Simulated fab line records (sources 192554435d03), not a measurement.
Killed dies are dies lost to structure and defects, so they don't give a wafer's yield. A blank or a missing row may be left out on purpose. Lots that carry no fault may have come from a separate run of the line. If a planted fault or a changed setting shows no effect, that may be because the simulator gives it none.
Which tool did it? | flow n5Finfet | at 1 step of a route of 1938, 12 lots with 36 wafers sampled

== WHAT THE GAUGES READ, wafer by wafer ==
N5_BEOL_M5_OVL_MEAS_29.
lot  | measured     | on         | V4_OVL (nm)
L074 | day 9 20:35  | overlay-02 | -0.3 -0.2 0.0
L077 | day 9 22:56  | overlay-02 | -0.7 -1.0 -1.0
L080 | day 10 23:27 | overlay-01 | 0.3 0.2 -0.7
L079 | day 11 00:20 | overlay-02 | -0.9 -0.6 -1.1
L083 | day 12 02:14 | overlay-02 | -0.3 -0.4 -0.4
L087 | day 12 11:19 | overlay-01 | -1.0 -1.2 -0.2
L085 | day 12 14:29 | overlay-01 | -0.8 -0.3 0.1
L088 | day 13 23:06 | overlay-01 | -0.8 1.0 0.6
L090 | day 13 23:49 | overlay-02 | -0.4 -0.4 0.1
L094 | day 14 09:01 | overlay-01 | -0.7 0.4 0.0
L095 | day 15 03:38 | overlay-02 | -0.6 -0.1 0.0
L097 | day 15 09:09 | overlay-02 | 1.1 0.7 0.8

== EACH LOT AND THE TOOL THAT RAN IT (in order: tool; ch and the chambers of the sampled wafers; start) ==
Before these readings, the record contains no process step.

== THE ANSWER, worked out from the rows above alone ==
Rule: the usual values come from the lots themselves. Put in order of their means at a reading, lots are off if they are a third of the lots or fewer, leave a main group of 4 or more, and stand apart from it by a gap of 3 or more times the standard deviation of the main group's means; of several such gaps the widest counts. A main group is skipped when, at the precision printed for the reading in the tables above, its means are all equal. A lot without any number at a reading at which 4 lots or more have one is off too. Where the step has rows for the other lots, those lots are counted as sound.
No lot is off on any of the readings shown, so nothing can be concluded from this.

== WHAT THE SIMULATOR PUT IN ==
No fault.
